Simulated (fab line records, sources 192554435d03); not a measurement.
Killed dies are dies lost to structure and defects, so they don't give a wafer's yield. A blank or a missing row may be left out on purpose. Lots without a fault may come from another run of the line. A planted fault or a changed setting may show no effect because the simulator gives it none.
fab line records | flow n5_finfet
record lots=24 wafers=72 last_day=19
route steps=1938 shown HKMG_FIN@399
lots that met no fault: from a run of the same line without faults
start_h: hours from the record's first day to the start of the lot's first wafer shown | wait_h: hours since the lot's step before | " the same as in the row above | L1.1+2: a row that stands for several wafers | - no value, or no start given | * or withheld: withheld | < > ~ a bound
route shown NAME@n: a module of which the file shows steps, and the number in the route of the first | usual: mean/standard deviation of fault-free wafers | same: alike in all rows | chamber/n: place in a boat | sites: the reading at each site | _std_site: their standard deviation | _edge_site: outer sites' mean less inner sites' | radius_mm: how far each site lies from the wafer's centre | mask NAME#n: copy n | behind: the tool/chamber that last shaped the wafer | hold: why the lot was held/for how many hours/how that ended | device: the transistor (n, p or np) that didn't switch | end of line: the same wafers' tests at the end of the route | a step without rows: its recipe alone | killed: dies lost to structure and defects at the first sort, not the wafer's yield | map: a wafer's dies, x killed, . not, _ none there
set.NAME: the setting as run; set.NAME@STEP: as run at that earlier step | model.NAME: the simulator's own value behind a step, which no gauge read
steps of the route over a sample of lots; a table a step, a row a wafer
services: from which hour (start_h, from the record's first day; less than 0 if before it) a tool's chamber was out of use, for how many hours, and why
## steps
# step N5_HKMG_FIN_OVL_MEAS_50
# recipe points_per_wafer=44
# usual NDIPOLE_OVL=-0.1/0.83
# columns lot.wafer tool chamber start_h wait_h NDIPOLE_OVL[nm]
L074.1 overlay-01 0 71.25 0.0 0.4
L074.3 " 0 " " 0.1
L074.5 " 0 " " -0.3
L075.1 overlay-01 0 79.45 0.0 0.3
L075.3 " 0 " " 0.3
L075.6 " 0 " " 0.5
L076.2 overlay-01 0 85.17 0.0 -1.3
L076.3 " 0 " " -0.9
L076.5 " 0 " " -0.9
L077.2 overlay-02 0 89.56 0.0 -0.4
L077.4 " 0 " " -0.4
L077.6 " 0 " " 0.5
L078.1 overlay-02 0 97.26 0.0 -1.6
L078.4 " 0 " " -1.6
L078.6 " 0 " " -1.5
L079.1 overlay-01 0 104.33 0.0 -0.8
L079.2 " 0 " " 0.4
L079.4 " 0 " " -0.3
L080.1 overlay-01 0 109.51 0.0 0.1
L080.3 " 0 " " -0.8
L080.4 " 0 " " 0.0
L081.2 overlay-02 0 112.62 0.0 -0.8
L081.4 " 0 " " -0.6
L081.6 " 0 " " -0.4
L082.1 overlay-02 0 122.04 0.0 1.1
L082.4 " 0 " " 0.8
L082.6 " 0 " " 1.3
L083.1 overlay-01 0 128.43 0.0 -1.1
L083.2 " 0 " " 0.5
L083.5 " 0 " " -0.1
L084.2 overlay-02 0 134.17 0.0 0.7
L084.4 " 0 " " 0.6
L084.5 " 0 " " -0.2
L085.2 overlay-01 0 140.12 0.0 -0.9
L085.4 " 0 " " 0.1
L085.6 " 0 " " 0.2
L086.2 overlay-02 0 146.90 0.0 0.4
L086.4 " 0 " " -0.3
L086.5 " 0 " " -1.7
L087.3 overlay-02 0 149.64 0.0 0.3
L087.4 " 0 " " 1.6
L087.5 " 0 " " -1.2
L088.1 overlay-02 0 152.70 0.0 -0.6
L088.2 " 0 " " 0.6
L088.5 " 0 " " -0.8
L089.1 overlay-02 0 160.25 0.0 0.0
L089.2 " 0 " " -0.2
L089.4 " 0 " " -0.2
L090.1 overlay-02 0 165.80 0.0 -0.7
L090.4 " 0 " " -0.6
L090.6 " 0 " " -0.7
L091.1 overlay-02 0 172.25 0.0 -0.2
L091.2 " 0 " " -1.2
L091.4 " 0 " " -1.2
L092.2 overlay-02 0 179.40 0.0 1.3
L092.3 " 0 " " -0.3
L092.5 " 0 " " -0.6
L093.2 overlay-01 0 185.13 0.0 -0.6
L093.4 " 0 " " -0.6
L093.6 " 0 " " -0.6
L094.3 overlay-01 0 192.42 0.0 -0.1
L094.4 " 0 " " -1.1
L094.5 " 0 " " -0.5
L095.1 overlay-01 0 195.91 0.0 0.1
L095.3 " 0 " " -1.2
L095.4 " 0 " " -1.0
L096.1 overlay-01 0 208.41 0.0 -0.6
L096.3 " 0 " " 0.8
L096.4 " 0 " " 0.2
L097.1 overlay-01 0 209.49 0.0 -0.3
L097.3 " 0 " " 1.1
L097.6 " 0 " " 0.8
# step N5_HKMG_FIN_ETCH_54
# recipe chemistry=CF4 target=SiARC target_depth_a=455 mask_material=CAR-ArF time_s=75.8 ion_energy_ev=80 pressure_mtorr=40 source_w=545 bias_w=36 Ar_flow_sccm=100 cf4_flow_sccm=100 ends=cleared
# usual drypump_motor_current_A=5.8/0.4 etch_rf_on_time_s=75.3/2.2 oes_product_au=0.70/0.092 rf_fwd_power_W=539.4/2.1 rf_vpp_V=184.1/1.4 showerhead_plenum_p_Torr=2.14/0.092 throttle_valve_pct=15.59/0.22
# columns lot.wafer tool chamber start_h wait_h drypump_motor_current_A etch_rf_on_time_s oes_product_au rf_fwd_power_W rf_hours_counter_h rf_vpp_V showerhead_plenum_p_Torr throttle_valve_pct
L074.1 rie_diel-01 2 71.34 0.0 5.1 75.4 0.60 537.7 237 184.7 2.11 15.70
L074.3 " 0 " " 5.6 79.7 0.57 540.7 237 183.9 2.11 15.91
L074.5 " 0 " " 5.6 79.6 0.58 541.8 - 184.5 2.11 15.92
L075.1 rie_diel-03 3 79.56 0.0 6.5 74.9 0.64 542.1 150 184.4 2.13 15.40
L075.3 " 0 " " 5.7 76.6 0.60 539.3 232 181.3 2.04 15.65
L075.6 " 1 " " 5.4 72.9 0.82 537.9 - 185.4 2.26 15.44
L076.2 rie_diel-03 2 85.27 0.0 5.6 79.7 0.59 541.7 197 182.2 2.04 15.82
L076.3 " 0 " " 5.6 76.9 0.60 536.4 233 183.6 2.04 15.65
L076.5 " 3 " " 6.4 75.7 0.63 539.0 - 182.9 2.13 15.40
L077.2 rie_diel-01 0 89.66 0.0 5.6 80.6 0.57 538.9 244 183.5 2.11 15.92
L077.4 " 0 " " 5.6 81.5 0.56 538.5 - 183.4 2.11 15.95
L077.6 " 2 " " 5.1 76.6 0.58 536.8 - 185.8 2.10 15.72
L078.1 rie_diel-03 3 97.35 0.0 6.5 74.7 0.63 537.0 156 185.8 2.13 15.42
L078.4 " 0 " " 5.6 77.6 0.59 536.9 237 182.9 2.04 15.66
L078.6 " 0 " " 5.6 77.0 0.59 535.3 - 181.9 2.04 15.63
L079.1 rie_diel-05 1 104.42 0.0 5.5 78.2 0.58 536.4 242 184.0 2.12 15.95
L079.2 " 0 " " 5.5 75.6 0.70 539.9 90 181.2 1.98 15.78
L079.4 " 3 " " 5.5 72.4 0.62 542.6 212 185.1 2.21 15.94
L080.1 rie_diel-01 3 109.60 0.0 6.4 73.4 0.84 537.2 3 185.3 2.30 15.76
L080.3 " 1 " " 5.8 71.5 0.81 538.9 30 182.2 2.11 15.36
L080.4 " 1 " " 5.8 72.7 0.81 540.3 - 184.6 2.11 15.36
L081.2 rie_diel-05 3 112.71 0.0 5.5 72.8 0.61 542.4 215 184.8 2.21 15.93
L081.4 " 0 " " 5.5 75.6 0.69 538.0 92 181.7 1.98 15.80
L081.6 " 2 " " 5.6 76.0 0.77 538.4 - 185.2 2.26 15.41
L082.1 rie_diel-01 0 122.14 0.0 5.6 77.8 0.83 540.2 0 184.0 2.11 15.44
L082.4 " 0 " " 5.6 77.9 0.82 540.9 - 183.4 2.11 15.44
L082.6 " 3 " " 6.4 73.2 0.81 539.5 - 186.0 2.30 15.78
L083.1 rie_diel-01 0 128.52 0.0 5.6 76.9 0.81 539.9 3 183.2 2.10 15.45
L083.2 " 1 " " 5.8 72.1 0.79 539.6 39 183.5 2.10 15.37
L083.5 " 3 " " 6.5 72.8 0.81 540.3 - 185.4 2.30 15.77
L084.2 rie_diel-01 3 134.26 0.0 6.5 72.3 0.80 540.8 14 186.7 2.30 15.78
L084.4 " 1 " " 5.8 73.0 0.78 540.8 - 183.0 2.10 15.38
L084.5 " 0 " " 5.6 77.4 0.79 540.3 - 183.1 2.10 15.45
L085.2 rie_diel-03 3 140.60 0.0 6.5 73.5 0.62 541.6 171 184.6 2.13 15.44
L085.4 " 1 " " 5.4 73.5 0.78 537.0 - 186.7 2.26 15.45
L085.6 " 3 " " 6.4 73.5 0.63 537.9 - 183.6 2.13 15.45
L086.2 rie_diel-03 2 146.99 0.0 5.6 78.8 0.57 539.7 219 183.9 2.03 15.84
L086.4 " 2 " " 5.6 77.8 0.59 541.1 - 183.2 2.03 15.85
L086.5 " 1 " " 5.5 73.8 0.78 538.9 - 185.8 2.25 15.46
L087.3 rie_diel-01 3 149.86 0.0 6.5 72.9 0.79 537.8 21 187.1 2.29 15.78
L087.4 " 1 " " 5.8 72.8 0.78 540.5 46 182.4 2.10 15.39
L087.5 " 0 " " 5.7 78.3 0.78 543.3 - 182.0 2.10 15.46
L088.1 rie_diel-03 2 152.79 0.0 5.6 79.3 0.58 542.2 221 182.3 2.03 15.86
L088.2 " 3 " " 6.5 75.1 0.62 542.3 175 185.1 2.13 15.45
L088.5 " 2 " " 5.7 78.8 0.58 540.4 - 182.7 2.03 15.86
L089.1 rie_diel-03 2 160.35 0.0 5.7 78.1 0.58 540.5 225 181.4 2.03 15.86
L089.2 " 3 " " 6.4 74.4 0.62 540.7 179 183.6 2.12 15.46
L089.4 " 2 " " 5.7 79.3 0.58 538.8 - 183.1 2.03 15.86
L090.1 rie_diel-03 1 165.91 0.0 5.4 73.4 0.77 536.0 46 185.5 2.25 15.49
L090.4 " 3 " " 6.4 74.5 0.62 542.1 - 185.6 2.12 15.45
L090.6 " 1 " " 5.4 74.0 0.76 537.9 - 185.7 2.25 15.47
L091.1 rie_diel-01 3 172.34 0.0 6.6 73.4 0.77 541.3 29 186.0 2.29 15.82
L091.2 " 2 " " 5.1 74.9 0.80 538.6 13 186.0 2.10 15.28
L091.4 " 1 " " 5.8 73.4 0.76 539.3 56 183.5 2.10 15.41
L092.2 rie_diel-05 0 179.50 0.0 5.5 75.7 0.68 539.8 116 182.7 1.97 15.84
L092.3 " 3 " " 5.5 73.7 0.60 539.1 238 182.9 2.20 15.98
L092.5 " 0 " " 5.5 75.8 0.67 539.4 - 183.3 1.98 15.85
L093.2 rie_diel-01 1 185.30 0.0 5.8 73.7 0.76 539.1 60 183.4 2.10 15.42
L093.4 " 0 " " 5.6 78.0 0.75 539.4 24 185.5 2.10 15.51
L093.6 " 0 " " 5.6 77.4 0.75 537.7 - 183.9 2.10 15.49
L094.3 rie_diel-03 0 192.52 0.0 5.7 74.0 0.83 535.0 4 186.0 2.29 15.22
L094.4 " 1 " " 5.5 73.3 0.74 540.3 57 186.9 2.25 15.50
L094.5 " 2 " " 5.7 78.2 0.57 542.9 - 182.5 2.02 15.88
L095.1 rie_diel-05 2 196.28 0.0 5.7 76.8 0.72 539.5 60 185.4 2.25 15.46
L095.3 " 3 " " 5.5 73.5 0.59 540.5 245 184.2 2.20 15.99
L095.4 " 2 " " 5.7 77.1 0.71 539.0 - 185.5 2.25 15.45
L096.1 rie_diel-03 0 208.73 0.0 5.7 74.1 0.81 534.2 9 185.7 2.28 15.24
L096.3 " 3 " " 6.4 74.6 0.61 542.7 199 182.8 2.12 15.49
L096.4 " 3 " " 6.4 74.5 0.61 541.9 - 183.8 2.12 15.49
L097.1 rie_diel-05 2 210.16 0.0 5.6 77.5 0.71 540.3 65 186.2 2.25 15.47
L097.3 " 1 " " 5.5 76.4 0.76 538.1 22 182.9 2.11 15.49
L097.6 " 0 " " 5.5 76.4 0.67 541.0 - 182.7 1.97 15.86
# step N5_HKMG_FIN_INSPECT_14
# recipe mode=adi inspect_instrument=macro
# usual raw_defect_count=2.1/1.6
# columns lot.wafer tool chamber start_h wait_h raw_defect_count
L074.1 defect_inspect-02 - 74.54 0.0 5
L074.3 " - " " 1
L074.5 " - " " 2
L075.1 defect_inspect-01 - 82.91 0.0 0
L075.3 " - " " 4
L075.6 " - " " 5
L076.2 defect_inspect-02 - 88.85 0.0 3
L076.3 " - " " 2
L076.5 " - " " 1
L077.2 defect_inspect-01 - 92.91 0.0 2
L077.4 " - " " 3
L077.6 " - " " 7
L078.1 defect_inspect-02 - 100.66 0.0 4
L078.4 " - " " 4
L078.6 " - " " 2
L079.1 defect_inspect-01 - 107.64 0.0 0
L079.2 " - " " 0
L079.4 " - " " 1
L080.1 defect_inspect-01 - 112.77 0.0 0
L080.3 " - " " 1
L080.4 " - " " 3
L081.2 defect_inspect-02 - 116.06 0.0 2
L081.4 " - " " 2
L081.6 " - " " 6
L082.1 defect_inspect-02 - 125.44 0.0 4
L082.4 " - " " 2
L082.6 " - " " 3
L083.1 defect_inspect-02 - 131.76 0.0 2
L083.2 " - " " 2
L083.5 " - " " 4
L084.2 defect_inspect-01 - 137.59 0.0 0
L084.4 " - " " 1
L084.5 " - " " 0
L085.2 defect_inspect-01 - 144.05 0.0 6
L085.4 " - " " 1
L085.6 " - " " 1
L086.2 defect_inspect-01 - 150.51 0.0 3
L086.4 " - " " 4
L086.5 " - " " 2
L087.3 defect_inspect-01 - 153.14 0.0 2
L087.4 " - " " 1
L087.5 " - " " 2
L088.1 defect_inspect-02 - 156.25 0.0 4
L088.2 " - " " 3
L088.5 " - " " 1
L089.1 defect_inspect-02 - 163.62 0.0 1
L089.2 " - " " 4
L089.4 " - " " 4
L090.1 defect_inspect-02 - 169.81 0.0 0
L090.4 " - " " 1
L090.6 " - " " 1
L091.1 defect_inspect-02 - 176.04 0.0 5
L091.2 " - " " 0
L091.4 " - " " 1
L092.2 defect_inspect-01 - 182.81 0.0 3
L092.3 " - " " 0
L092.5 " - " " 4
L093.2 defect_inspect-01 - 188.53 0.0 3
L093.4 " - " " 1
L093.6 " - " " 2
L094.3 defect_inspect-02 - 195.74 0.0 1
L094.4 " - " " 3
L094.5 " - " " 2
L095.1 defect_inspect-01 - 199.51 0.0 2
L095.3 " - " " 3
L095.4 " - " " 5
L096.1 defect_inspect-01 - 212.04 0.0 1
L096.3 " - " " 2
L096.4 " - " " 2
L097.1 defect_inspect-02 - 213.51 0.0 1
L097.3 " - " " 2
L097.6 " - " " 0
# step N5_HKMG_FIN_STRIP_34
# recipe chemistry=CF4 resist=SiARC power_w=300 bias_power_w=75 pressure_mtorr=50 cf4_flow_sccm=150 rf_frequency_hz=6e+07
# usual drypump_motor_current_A=5.7/0.37 oes_product_au=0.82/0.095 rf_fwd_power_W=293.8/1.4 rf_vpp_V=271.2/1.8 showerhead_plenum_p_Torr=1.80/0.084 throttle_valve_pct=13.57/0.22
# columns lot.wafer tool chamber start_h wait_h drypump_motor_current_A oes_product_au rf_fwd_power_W rf_hours_counter_h rf_vpp_V showerhead_plenum_p_Torr throttle_valve_pct
L074.1 rie_diel-05 1 74.85 0.0 5.5 0.69 - 232 269.6 1.78 13.89
L074.3 " 3 " " 5.5 0.71 295.9 202 272.6 1.86 13.91
L074.5 " 3 " " 5.5 0.70 296.4 - 273.2 1.86 13.92
L075.1 rie_diel-05 3 83.22 0.0 5.5 0.71 295.8 205 271.7 1.86 13.94
L075.3 " 1 " " 5.6 0.68 - 235 272.0 1.78 13.90
L075.6 " 0 " " 5.5 0.81 292.3 - 268.6 1.66 13.73
L076.2 rie_diel-05 0 89.16 0.0 5.5 0.82 293.9 85 268.0 1.66 13.71
L076.3 " 3 " " 5.5 0.70 295.2 207 274.0 1.86 13.92
L076.5 " 3 " " 5.5 0.71 294.7 - 273.3 1.86 13.93
L077.2 rie_diel-05 1 93.27 0.0 5.6 0.68 - 239 270.5 1.78 13.91
L077.4 " 0 " " 5.5 0.80 292.2 87 268.5 1.66 13.73
L077.6 " 3 " " 5.5 0.70 297.1 - 273.2 1.86 13.91
L078.1 rie_diel-01 1 100.98 0.0 5.8 0.92 293.5 26 270.3 1.77 13.30
L078.4 " 0 " " 5.6 0.68 - 249 270.8 1.76 13.93
L078.6 " 2 " " 5.1 0.68 292.3 - 271.5 1.77 13.78
L079.1 rie_diel-03 2 107.96 0.0 5.6 0.70 296.2 204 270.0 1.70 13.80
L079.2 " 0 " " 5.6 0.69 292.6 241 269.2 1.72 13.71
L079.4 " 3 " " 6.4 0.72 293.6 160 271.3 1.79 13.43
L080.1 rie_diel-03 1 113.09 0.0 5.5 0.91 294.1 24 273.7 1.88 13.34
L080.3 " 2 " " 5.7 0.69 296.0 205 269.7 1.70 13.82
L080.4 " 0 " " 5.6 0.70 - 242 268.7 1.72 13.70
L081.2 rie_diel-03 1 116.38 0.0 5.4 0.90 291.9 25 273.1 1.88 13.33
L081.4 " 0 " " 5.6 0.69 292.4 244 269.4 1.72 13.72
L081.6 " 1 " " 5.4 0.91 291.1 - 273.0 1.88 13.35
L082.1 rie_diel-01 1 125.76 0.0 5.8 0.89 296.0 38 271.1 1.77 13.32
L082.4 " 3 " " 6.5 0.91 294.9 - 273.7 1.92 13.68
L082.6 " 0 " " 5.6 0.95 292.9 - 269.5 1.76 13.38
L083.1 rie_diel-03 0 132.11 0.0 5.6 0.69 293.1 247 270.7 1.72 13.72
L083.2 " 3 " " 6.4 0.72 295.2 167 271.0 1.79 13.46
L083.5 " 2 " " 5.6 0.70 295.6 - 269.0 1.70 13.81
L084.2 rie_diel-03 2 138.08 0.0 5.6 0.69 296.3 215 268.8 1.70 13.83
L084.4 " 3 " " 6.4 0.72 295.1 169 270.3 1.79 13.47
L084.5 " 1 " " 5.4 0.89 290.9 - 273.3 1.88 13.37
L085.2 rie_diel-05 2 144.39 0.0 5.7 0.87 295.2 40 273.8 1.90 13.43
L085.4 " 0 " " 5.5 0.79 294.5 - 267.4 1.66 13.80
L085.6 " 3 " " 5.5 0.69 295.9 - 273.0 1.85 13.97
L086.2 rie_diel-01 1 151.03 0.0 5.8 0.88 293.5 47 270.6 1.76 13.35
L086.4 " 0 " " 5.6 0.91 293.3 12 271.3 1.76 13.39
L086.5 " 1 " " 5.8 0.88 294.8 - 269.9 1.76 13.36
L087.3 rie_diel-05 3 153.45 0.0 5.5 0.68 296.6 231 271.0 1.85 13.99
L087.4 " 1 " " 5.6 0.97 292.9 0 269.9 1.77 13.35
L087.5 " 1 " " 5.6 0.97 293.0 - 269.8 1.77 13.35
L088.1 rie_diel-05 1 156.57 0.0 5.6 0.96 - 2 269.7 1.77 13.36
L088.2 " 0 " " 5.5 0.79 292.6 110 267.4 1.66 13.79
L088.5 " 1 " " 5.6 0.95 292.6 - 272.0 1.77 13.35
L089.1 rie_diel-03 1 163.93 0.0 5.4 0.87 293.0 44 272.1 1.87 13.40
L089.2 " 2 " " 5.7 0.69 295.2 227 269.9 1.69 13.86
L089.4 " 3 " " 6.4 0.71 295.4 - 272.0 1.78 13.49
L090.1 rie_diel-01 2 170.43 0.0 5.1 0.93 292.5 12 271.1 1.76 13.24
L090.4 " 3 " " 6.5 0.88 293.1 28 273.3 1.92 13.70
L090.6 " 2 " " 5.1 0.91 292.7 - 269.8 1.76 13.22
L091.1 rie_diel-01 1 176.36 0.0 5.8 0.87 293.8 57 271.3 1.76 13.37
L091.2 " 2 " " 5.1 0.92 293.3 14 269.7 1.76 13.24
L091.4 " 3 " " 6.5 0.88 292.1 31 271.4 1.92 13.72
L092.2 rie_diel-03 3 183.13 0.0 6.4 0.70 294.7 191 270.7 1.78 13.51
L092.3 " 2 " " 5.6 0.68 295.9 234 271.4 1.69 13.87
L092.5 " 3 " " 6.4 0.70 293.7 - 271.9 1.78 13.51
L093.2 rie_diel-03 2 188.85 0.0 5.7 0.68 297.3 235 269.7 1.69 13.89
L093.4 " 3 " " 6.5 0.70 294.7 192 271.6 1.78 13.51
L093.6 " 0 " " 5.6 0.95 293.0 - 274.0 1.93 13.20
L094.3 rie_diel-01 1 196.20 0.0 5.8 0.85 293.1 64 270.6 1.76 13.37
L094.4 " 1 " " 5.8 0.87 293.5 - 271.4 1.76 13.38
L094.5 " 3 " " 6.4 0.86 292.5 - 272.4 1.91 13.73
L095.1 rie_diel-01 0 199.83 0.0 5.7 0.87 294.1 30 269.9 1.75 13.42
L095.3 " 3 " " 6.5 0.85 293.3 39 272.2 1.91 13.73
L095.4 " 3 " " 6.5 0.86 294.1 - 273.5 1.91 13.74
L096.1 rie_diel-01 1 212.36 0.0 5.8 0.85 293.8 71 271.4 1.76 13.39
L096.3 " 0 " " 5.6 0.86 292.1 35 271.4 1.75 13.46
L096.4 " 1 " " 5.8 0.85 293.1 - 270.4 1.76 13.40
L097.1 rie_diel-05 0 214.09 0.0 5.5 0.77 292.5 127 268.1 1.65 13.82
L097.3 " 1 " " 5.6 0.89 292.4 25 271.1 1.76 13.41
L097.6 " 1 " " 5.6 0.88 293.4 - 269.3 1.77 13.40
# step N5_HKMG_FIN_STRIP_69
# recipe chemistry=N2/H2 power_w=2500 temp_c=300 h2_frac=0.65 time_s=360 pressure_mtorr=withheld n2_flow_sccm=1750 h2_flow_sccm=3250
# usual drypump_motor_current_A=6.08/0.12 heater_power_w=443/44
# columns lot.wafer tool chamber start_h wait_h drypump_motor_current_A heater_power_w rf_hours_counter_h
L074.1 plasma_asher-02 0 77.51 0.1 5.97 399 87
L074.3 " 1 " " 6.14 469 -
L074.5 " 1 " " 6.15 458 -
L075.1 plasma_asher-02 1 86.02 0.1 6.15 473 89
L075.3 " 1 " " 6.16 468 -
L075.6 " 0 " " 6.01 398 -
L076.2 plasma_asher-02 1 91.64 0.1 6.14 494 91
L076.3 " 0 " " 6.02 394 -
L076.5 " 0 " " 6.03 409 -
L077.2 plasma_asher-02 1 95.86 0.2 6.12 472 91
L077.4 " 1 " " 6.14 493 -
L077.6 " 1 " " 6.13 471 -
L078.1 plasma_asher-01 1 103.53 0.1 5.91 500 44
L078.4 " 1 " " 5.91 505 -
L078.6 " 0 " " 6.24 405 -
L079.1 plasma_asher-02 1 110.49 0.1 6.13 488 94
L079.2 " 0 " " 6.00 393 94
L079.4 " 1 " " 6.12 479 -
L080.1 plasma_asher-01 1 115.58 0.1 5.94 505 46
L080.3 " 1 " " 5.91 504 -
L080.4 " 0 " " 6.26 382 -
L081.2 plasma_asher-02 1 118.91 0.1 6.14 474 97
L081.4 " 1 " " 6.14 486 -
L081.6 " 0 " " 5.95 401 -
L082.1 plasma_asher-01 0 128.23 0.1 6.25 399 48
L082.4 " 1 " " 5.91 502 -
L082.6 " 0 " " 6.26 406 -
L083.1 plasma_asher-02 1 134.59 0.1 6.13 468 100
L083.2 " 0 " " 5.98 410 100
L083.5 " 0 " " 5.99 400 -
L084.2 plasma_asher-02 1 140.65 0.1 6.14 473 103
L084.4 " 0 " " 5.96 395 -
L084.5 " 0 " " 6.03 397 -
L085.2 plasma_asher-02 0 146.93 0.1 5.99 408 105
L085.4 " 1 " " 6.12 475 -
L085.6 " 0 " " 5.96 400 -
L086.2 plasma_asher-01 1 153.50 0.1 5.95 505 50
L086.4 " 0 " " 6.25 402 -
L086.5 " 1 " " 5.92 499 -
L087.3 plasma_asher-01 1 157.48 0.7 5.91 507 -
L087.4 " 0 " " 6.24 389 -
L087.5 " 0 " " 6.26 402 -
L088.1 plasma_asher-01 0 159.03 0.1 6.27 413 54
L088.2 " 1 " " 5.95 497 54
L088.5 " 1 " " 5.95 512 -
L089.1 plasma_asher-02 0 166.74 0.2 6.04 399 106
L089.2 " 1 " " 6.13 481 106
L089.4 " 0 " " 6.04 392 -
L090.1 plasma_asher-02 1 173.12 0.1 6.14 485 107
L090.4 " 1 " " 6.15 475 -
L090.6 " 0 " " 6.03 401 -
L091.1 plasma_asher-02 1 178.90 0.1 6.14 472 109
L091.2 " 0 " " 5.96 410 109
L091.4 " 0 " " 6.00 399 -
L092.2 plasma_asher-01 0 185.62 0.1 6.28 391 60
L092.3 " 1 " " 5.97 496 -
L092.5 " 1 " " 5.92 490 -
L093.2 plasma_asher-02 0 191.31 0.1 6.02 399 111
L093.4 " 1 " " 6.15 475 -
L093.6 " 0 " " 6.04 402 -
L094.3 plasma_asher-01 1 198.96 0.2 5.90 512 -
L094.4 " 0 " " 6.24 414 -
L094.5 " 0 " " 6.24 396 -
L095.1 plasma_asher-01 1 202.47 0.1 5.90 485 64
L095.3 " 0 " " 6.26 391 -
L095.4 " 1 " " 5.94 482 -
L096.1 plasma_asher-01 1 215.03 0.1 5.90 497 66
L096.3 " 0 " " 6.27 400 -
L096.4 " 1 " " 5.94 493 -
L097.1 plasma_asher-02 1 216.56 0.1 6.14 479 115
L097.3 " 0 " " 6.01 406 -
L097.6 " 0 " " 5.97 404 -
# step N5_HKMG_FIN_ALD_21
# recipe material=TiN target_thk_a=15 temp_c=400 ald_precursor_family=TiCl4 ald_co_reactant=NH3 pulse_time_s=1 purge_time_s=3 co_reactant_purge_time_s=2 co_reactant_pulse_time_s=2 ald_cycles=68 pressure_torr=3
# usual heater_power_w=898/74 precursor_pulse_height_rel=1.001/0.02
# same pulse_time_s=1
# columns lot.wafer tool chamber start_h wait_h heater_power_w precursor_pulse_height_rel
L074.1 ald_metal-03 0 77.90 0.3 773 0.959
L074.3 " 1 " " 956 0.998
L074.5 " 3 " " 867 1.002
L075.1 ald_metal-01 1 86.41 0.3 933 0.993
L075.3 " 2 " " 952 0.998
L075.6 " 2 " " 973 0.985
L076.2 ald_metal-04 0 92.02 0.3 922 1.000
L076.3 " 3 " " 766 0.976
L076.5 " 1 " " 981 0.980
L077.2 ald_metal-04 3 96.25 0.3 785 1.014
L077.4 " 0 " " 894 1.025
L077.6 " 0 " " 876 1.013
L078.1 ald_metal-03 2 103.91 0.3 937 0.943
L078.4 " 3 " " 869 0.975
L078.6 " 1 " " 943 1.001
L079.1 ald_metal-04 1 110.87 0.3 974 1.019
L079.2 " 3 " " 814 0.985
L079.4 " 2 " " 896 0.997
L080.1 ald_metal-04 0 115.97 0.3 900 1.042
L080.3 " 2 " " 867 0.979
L080.4 " 1 " " 966 1.004
L081.2 ald_metal-04 3 119.30 0.3 772 1.013
L081.4 " 0 " " 909 1.013
L081.6 " 3 " " 769 1.016
L082.1 ald_metal-04 1 128.61 0.3 959 1.027
L082.4 " 2 " " 916 1.035
L082.6 " 3 " " 793 1.012
L083.1 ald_metal-04 1 134.97 0.3 962 1.038
L083.2 " 0 " " 885 1.014
L083.5 " 1 " " 983 1.005
L084.2 ald_metal-03 0 141.03 0.3 728 0.976
L084.4 " 2 " " 946 0.990
L084.5 " 2 " " 939 0.988
L085.2 ald_metal-03 0 147.32 0.3 782 1.026
L085.4 " 1 " " 954 1.033
L085.6 " 3 " " 896 1.012
L086.2 ald_metal-03 1 153.89 0.3 939 0.983
L086.4 " 2 " " 959 0.997
L086.5 " 1 " " 956 0.962
L087.3 ald_metal-04 1 157.74 0.1 956 0.958
L087.4 " 2 " " 920 1.044
L087.5 " 3 " " 788 0.957
L088.1 ald_metal-01 1 159.42 0.3 931 1.011
L088.2 " 0 " " 1014 0.993
L088.5 " 1 " " 949 1.009
L089.1 ald_metal-04 2 167.13 0.3 893 1.002
L089.2 " 3 " " 780 1.019
L089.4 " 1 " " 981 1.011
L090.1 ald_metal-03 2 173.50 0.3 939 0.981
L090.4 " 1 " " 935 0.971
L090.6 " 2 " " 965 1.017
L091.1 ald_metal-04 0 179.28 0.3 895 1.043
L091.2 " 1 " " 955 0.995
L091.4 " 2 " " 894 0.987
L092.2 ald_metal-04 0 186.01 0.3 890 1.019
L092.3 " 3 " " 771 0.979
L092.5 " 0 " " 882 1.023
L093.2 ald_metal-01 3 191.70 0.3 829 1.014
L093.4 " 0 " " 1010 1.019
L093.6 " 3 " " 843 1.005
L094.3 ald_metal-04 1 199.23 0.1 998 1.009
L094.4 " 3 " " 755 0.965
L094.5 " 0 " " 896 0.970
L095.1 ald_metal-01 2 202.85 0.3 990 0.983
L095.3 " 1 " " 952 0.993
L095.4 " 0 " " 1014 1.012
L096.1 ald_metal-03 2 215.41 0.3 964 1.001
L096.3 " 1 " " 943 1.025
L096.4 " 3 " " 871 0.981
L097.1 ald_metal-04 1 216.95 0.3 949 1.051
L097.3 " 3 " " 795 0.999
L097.6 " 2 " " 902 1.009
## services
# columns tool chamber start_h hours kind
ald_metal-04 - 49.36 1.4 repair
plasma_asher-01 - 53.54 17.2 repair
rie_diel-03 2 54.26 1.3 repair
rie_diel-01 2 61.20 4.2 repair
ald_metal-03 - 72.67 2.8 pm
rie_diel-01 3 80.59 - clean
ald_metal-01 0 81.21 10.6 repair
plasma_asher-01 - 85.42 2.8 pm
plasma_asher-01 - 95.43 3.5 repair
ald_metal-01 1 105.97 13.8 repair
plasma_asher-01 - 128.60 21.9 repair
rie_diel-03 0 138.30 - clean
rie_diel-03 0 138.30 - consumable_replace:focus_ring
rie_diel-03 0 138.30 - consumable_replace:showerhead
rie_diel-03 0 138.30 41.9 scheduled_down
rie_diel-03 0 138.30 41.9 vent_cycle
plasma_asher-02 - 150.53 14.6 pm
rie_diel-03 2 165.53 5.8 repair
ald_metal-01 0 166.99 8.8 repair
plasma_asher-02 - 169.99 1.7 repair
ald_metal-01 - 177.04 14.6 pm
rie_diel-05 0 191.10 10.4 repair
rie_diel-01 2 193.46 18.9 repair
rie_diel-03 2 206.92 7.6 repair
## key
fault none
